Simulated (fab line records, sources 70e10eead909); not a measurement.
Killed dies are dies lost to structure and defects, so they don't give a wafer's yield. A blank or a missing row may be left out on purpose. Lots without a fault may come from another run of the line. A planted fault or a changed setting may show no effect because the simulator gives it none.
Which tool did it? | flow nand_harc | 24 lots, 72 wafers sampled, at 5 steps of a route of 1302

WHAT THE GAUGES READ, wafer by wafer
NHARC_A_CONTACT_CD_MEAS_08: target cd 200 nm. Usual: cd_nm 200.1 nm, standard deviation 0.62.
lot  | measured     | on        | cd_nm (nm)        | flag
L074 | day 22 15:43 | cd_sem-02 | 200.1 200.9 199.6 |
L075 | day 22 21:05 | cd_sem-03 | 199.9 199.5 200.4 |
L076 | day 23 03:23 | cd_sem-02 | 198.7 198.9 199.4 |
L078 | day 23 14:41 | cd_sem-02 | 200.2 200.5 199.9 |
L077 | day 23 17:18 | cd_sem-01 | 200.6 201.1 200.6 |
L080 | day 24 18:45 | cd_sem-03 | 199.6 199.5 199.0 |
L079 | day 24 23:04 | cd_sem-03 | 199.6 200.4 200.3 |
L081 | day 25 09:31 | cd_sem-03 | 201.0 201.7 201.4 |
L082 | day 25 17:50 | cd_sem-01 | 201.0 200.5 200.4 |
L083 | day 25 19:35 | cd_sem-02 | 201.3 201.3 202.0 |
L084 | day 26 08:07 | cd_sem-02 | 200.4 199.9 199.9 |
L085 | day 26 17:32 | cd_sem-02 | 199.9 199.6 198.9 |
L086 | day 27 04:28 | cd_sem-02 | 199.9 199.4 198.9 |
L087 | day 27 05:23 | cd_sem-01 | 200.3 200.1 200.7 |
L088 | day 27 23:25 | cd_sem-03 | 200.6 200.1 200.4 |
L089 | day 28 02:50 | cd_sem-01 | 201.0 199.7 201.0 |
L090 | day 28 21:02 | cd_sem-01 | 199.8 199.8 200.3 |
L091 | day 29 02:25 | cd_sem-03 | 201.0 200.9 200.4 |
L092 | day 30 03:59 | cd_sem-01 | 199.3 200.3 200.0 |
L093 | day 30 04:58 | cd_sem-03 | 199.8 200.5 200.3 |
L094 | day 30 22:11 | cd_sem-02 | 199.3 200.7 200.0 |
L095 | day 31 01:14 | cd_sem-01 | 199.4 199.8 200.0 |
L096 | day 31 09:01 | cd_sem-03 | 201.2 200.3 201.0 |
L097 | day 31 16:44 | cd_sem-01 | 200.0 199.7 199.8 |

NHARC_A_BLC_OVL_MEAS_11. Usual: overlay_x_nm 0.0 nm, standard deviation 0.74; overlay_y_nm -0.2 nm, standard deviation 0.8.
lot  | measured     | on         | overlay_x_nm (nm) | overlay_y_nm (nm) | flag
L074 | day 22 22:01 | overlay-01 | 0.7 0.3 0.3       | 0.1 0.2 0.1       |
L075 | day 23 03:36 | overlay-02 | 0.7 0.3 0.7       | 0.1 0.3 0.4       |
L076 | day 23 09:47 | overlay-01 | 0.2 -0.2 -0.3     | -0.5 0.1 0.2      |
L078 | day 23 21:21 | overlay-01 | -1.0 -0.2 -0.7    | 0.1 0.1 0.0       |
L077 | day 23 23:42 | overlay-02 | -0.8 -0.2 -0.6    | -0.1 -0.3 -0.2    |
L080 | day 25 02:05 | overlay-01 | 1.6 0.9 0.8       | -0.3 -0.3 -0.5    |
L079 | day 25 05:31 | overlay-02 | -0.1 -0.2 -0.4    | -2.2 -1.9 -1.9    |
L081 | day 25 15:48 | overlay-01 | -0.4 -0.1 -0.8    | -0.9 -0.3 -0.2    |
L082 | day 26 00:10 | overlay-02 | 0.2 0.3 -0.3      | -0.7 -1.0 -1.0    |
L083 | day 26 02:00 | overlay-01 | -1.3 -1.0 -0.9    | -0.2 -0.3 0.2     |
L084 | day 26 14:31 | overlay-01 | 0.2 -0.1 -0.4     | -1.5 -1.5 -1.0    |
L085 | day 26 23:53 | overlay-02 | 0.3 0.7 0.2       | 0.5 0.6 0.0       |
L086 | day 27 10:48 | overlay-02 | 0.9 0.3 0.9       | 0.8 0.6 0.2       |
L087 | day 27 12:29 | overlay-01 | -0.2 -0.6 -0.5    | 0.1 -0.6 -0.7     |
L088 | day 28 06:02 | overlay-02 | 1.5 1.1 0.5       | -0.7 -1.1 -0.7    |
L089 | day 28 09:55 | overlay-02 | -0.7 -0.3 0.0     | -0.2 -0.7 -0.6    |
L090 | day 29 03:19 | overlay-01 | 1.9 1.6 2.1       | -0.1 -0.5 -0.1    |
L091 | day 29 08:53 | overlay-02 | -1.2 -1.5 -0.7    | -0.4 -0.5 -0.2    |
L092 | day 30 11:02 | overlay-01 | -0.9 -0.9 -0.9    | 0.2 0.0 0.1       |
L093 | day 30 12:04 | overlay-01 | -0.3 -0.3 -0.4    | -1.1 -0.8 -0.7    |
L094 | day 31 04:58 | overlay-01 | -0.2 0.0 -0.2     | -0.8 -0.5 -0.5    |
L095 | day 31 07:52 | overlay-01 | 0.3 -0.1 0.2      | 0.0 0.0 0.4       |
L096 | day 31 15:27 | overlay-02 | -0.2 -0.3 -0.5    | 1.6 1.7 0.9       |
L097 | day 31 23:08 | overlay-02 | 0.1 0.3 0.6       | 1.9 2.1 1.4       |

WHICH TOOL RAN EACH LOT (tool, then ch and the chambers of the sampled wafers, then the start)
lot  | NHARC_A_CONTACT_ETCH_132             | NHARC_A_CONTACT_ETCH_97                       | NHARC_A_CONTACT_ETCH_139
L074 | har_cap_etch-03 ch 0,1, day 22 11:08 | rie_diel-01 ch 1,2, day 22 15:43 or earlier   | har_cap_etch-03 ch 0,1, day 22 18:25
L075 | har_cap_etch-02 ch 0,1, day 22 14:04 | rie_diel-10 ch 0,3, day 22 21:05 or earlier   | har_cap_etch-02 ch 0,1, day 22 23:46
L076 | har_cap_etch-01 ch 0,1, day 22 22:43 | rie_diel-05 ch 1,3, day 23 03:23 or earlier   | har_cap_etch-02 ch 0,1, day 23 05:59
L078 | har_cap_etch-03 ch 0,1, day 23 10:08 | rie_diel-01 ch 0,1,3, day 23 14:41 or earlier | har_cap_etch-02 ch 1, day 23 17:18
L077 | har_cap_etch-01 ch 0,1, day 23 12:38 | rie_diel-05 ch 0,2,3, day 23 17:18 or earlier | har_cap_etch-03 ch 0,1, day 23 19:57
L080 | har_cap_etch-03 ch 0,1, day 24 11:01 | rie_diel-10 ch 1,2,3, day 24 18:45 or earlier | har_cap_etch-03 ch 0,1, day 24 21:21
L079 | har_cap_etch-02 ch 0,1, day 24 14:51 | rie_diel-01 ch 0,1,2, day 24 23:04 or earlier | har_cap_etch-03 ch 0,1, day 25 01:50
L081 | har_cap_etch-03 ch 1, day 25 03:35   | rie_diel-05 ch 0,1,2, day 25 09:31 or earlier | har_cap_etch-02 ch 0,1, day 25 12:10
L082 | har_cap_etch-01 ch 0,1, day 25 10:54 | rie_diel-10 ch 0,3, day 25 17:50 or earlier   | har_cap_etch-03 ch 0,1, day 25 20:28
L083 | har_cap_etch-03 ch 0,1, day 25 12:28 | rie_diel-01 ch 2,3, day 25 19:35 or earlier   | har_cap_etch-01 ch 0,1, day 25 22:23
L084 | har_cap_etch-03 ch 0, day 26 03:26   | rie_diel-05 ch 0,2,3, day 26 08:07 or earlier | har_cap_etch-02 ch 0, day 26 10:46
L085 | har_cap_etch-01 ch 0,1, day 26 08:56 | rie_diel-05 ch 0,1,2, day 26 17:32 or earlier | har_cap_etch-01 ch 0,1, day 26 20:15
L086 | har_cap_etch-02 ch 0,1, day 26 22:18 | rie_diel-05 ch 0,2, day 27 04:28 or earlier   | har_cap_etch-03 ch 0,1, day 27 07:07
L087 | har_cap_etch-03 ch 0,1, day 26 23:53 | rie_diel-10 ch 0,1, day 27 01:02              | har_cap_etch-03 ch 0,1, day 27 08:43
L088 | har_cap_etch-01 ch 0,1, day 27 18:52 | rie_diel-05 ch 0,1,3, day 27 23:25 or earlier | har_cap_etch-03 ch 0,1, day 28 02:03
L089 | har_cap_etch-02 ch 0,1, day 27 21:09 | rie_diel-05 ch 0,2,3, day 28 02:50 or earlier | har_cap_etch-02 ch 0,1, day 28 06:10
L090 | har_cap_etch-01 ch 0,1, day 28 15:43 | rie_diel-10 ch 0,1,3, day 28 21:02 or earlier | har_cap_etch-03 ch 1, day 28 23:40
L091 | har_cap_etch-02 ch 0,1, day 28 19:00 | rie_diel-05 ch 0,2,3, day 29 02:25 or earlier | har_cap_etch-01 ch 0,1, day 29 05:01
L092 | har_cap_etch-01 ch 0,1, day 29 23:24 | rie_diel-05 ch 0,3, day 30 00:32              | har_cap_etch-02 ch 0,1, day 30 07:22
L093 | har_cap_etch-02 ch 0,1, day 30 00:16 | rie_diel-05 ch 0,2, day 30 04:58 or earlier   | har_cap_etch-03 ch 0,1, day 30 08:13
L094 | har_cap_etch-02 ch 0,1, day 30 15:52 | rie_diel-10 ch 1,3, day 30 17:00              | har_cap_etch-01 ch 0,1, day 31 00:49
L095 | har_cap_etch-03 ch 0,1, day 30 18:51 | rie_diel-05 ch 0,2,3, day 31 01:14 or earlier | har_cap_etch-01 ch 0,1, day 31 04:11
L096 | har_cap_etch-03 ch 0, day 31 04:30   | rie_diel-10 ch 1,2,3, day 31 05:38            | har_cap_etch-01 ch 0, day 31 11:41
L097 | har_cap_etch-02 ch 0,1, day 31 11:04 | rie_diel-05 ch 0,1,2, day 31 16:44 or earlier | har_cap_etch-03 ch 0,1, day 31 19:25
- NHARC_A_CONTACT_ETCH_132: etches the open film in C4F8/O2/Ar, time 197 s, target depth 1924 nm.
- NHARC_A_CONTACT_ETCH_97: etches the open film in C4F6/O2, target depth 20 nm, time 10 s.
- NHARC_A_CONTACT_ETCH_139: etches the open film in C4F8/O2/Ar, time 195 s, target depth 840 nm.

WHAT THE TOOLS THEMSELVES READ (means of the sampled wafers that have a number; where no wafer has one, the mark that the record gives instead)
NHARC_A_CONTACT_ETCH_97. Usual: drypump_motor_current_A 5.76 A, standard deviation 0.28; oes_product_au 0.949 a.u., standard deviation 0.019; rf_vpp_V 548.0 V, standard deviation 2.8; showerhead_plenum_p_Torr 3.98 Torr, standard deviation 0.13; throttle_valve_pct 26.905 %, standard deviation 0.0094.
lot  | tool        | drypump_motor_current_A (A) | oes_product_au (a.u.) | rf_vpp_V (V) | showerhead_plenum_p_Torr (Torr) | throttle_valve_pct (%) | flag
L074 | rie_diel-01 | 6.01                        | 0.939                 | 547.2        | 3.95                            | 26.909                 |
L075 | rie_diel-10 | 5.80                        | 0.940                 | 549.6        | 4.07                            | 26.903                 |
L076 | rie_diel-05 | 5.90                        | 0.931                 | 548.9        | 4.01                            | 26.907                 |
L078 | rie_diel-01 | 5.48                        | 0.979                 | 547.6        | 3.96                            | 26.900                 |
L077 | rie_diel-05 | 5.83                        | 0.946                 | 546.7        | 3.92                            | 26.904                 |
L080 | rie_diel-10 | 5.71                        | 0.954                 | 549.2        | 4.04                            | 26.899                 |
L079 | rie_diel-01 | 5.55                        | 0.998                 | 547.0        | 3.96                            | 26.900                 |
L081 | rie_diel-05 | 5.93                        | 0.944                 | 546.1        | 3.89                            | 26.907                 |
L082 | rie_diel-10 | 5.61                        | 0.949                 | 550.5        | 4.11                            | 26.901                 |
L083 | rie_diel-01 | 5.72                        | 0.941                 | 551.9        | 4.13                            | 26.896                 |
L084 | rie_diel-05 | 5.85                        | 0.946                 | 546.2        | 3.92                            | 26.905                 |
L085 | rie_diel-05 | 5.97                        | 0.935                 | 545.5        | 3.88                            | 26.904                 |
L086 | rie_diel-05 | 5.85                        | 0.962                 | 545.8        | 3.87                            | 26.901                 |
L087 | rie_diel-10 | 5.55                        | 0.945                 | 550.0        | 4.07                            | 26.912                 |
L088 | rie_diel-05 | 5.80                        | 0.935                 | 548.1        | 3.98                            | 26.908                 |
L089 | rie_diel-05 | 5.85                        | 0.936                 | 546.8        | 3.91                            | 26.903                 |
L090 | rie_diel-10 | 5.71                        | 0.932                 | 548.7        | 4.02                            | 26.906                 |
L091 | rie_diel-05 | 5.85                        | 0.939                 | 546.2        | 3.91                            | 26.898                 |
L092 | rie_diel-05 | 5.72                        | 0.945                 | 548.7        | 4.01                            | 26.905                 |
L093 | rie_diel-05 | 5.85                        | 0.947                 | 544.9        | 3.87                            | 26.913                 |
L094 | rie_diel-10 | 5.86                        | 0.950                 | 548.5        | 3.96                            | 26.906                 |
L095 | rie_diel-05 | 5.83                        | 0.954                 | 546.4        | 3.90                            | 26.895                 |
L096 | rie_diel-10 | 5.70                        | 0.963                 | 549.1        | 4.01                            | 26.904                 |
L097 | rie_diel-05 | 5.92                        | 0.944                 | 545.1        | 3.87                            | 26.904                 |

THE ANSWER, worked out from the rows above alone
Rule: a lot is off if the mean of its wafers that have a number lies more than 3 standard deviations from the usual mean. A lot without any number at a reading at which 4 lots or more have one is off too. The other lots that the step has rows for count as sound. The gauges are gone through in route order, then the tools' own readings, and for those a lot's mean is taken as printed above. The first step at which some lot is off is used, and at that step the reading that is off furthest; a lot without a number counts as furthest.
No lot is off at any reading shown: from this, nothing can be told.

WHAT THE SIMULATOR HAD PUT IN
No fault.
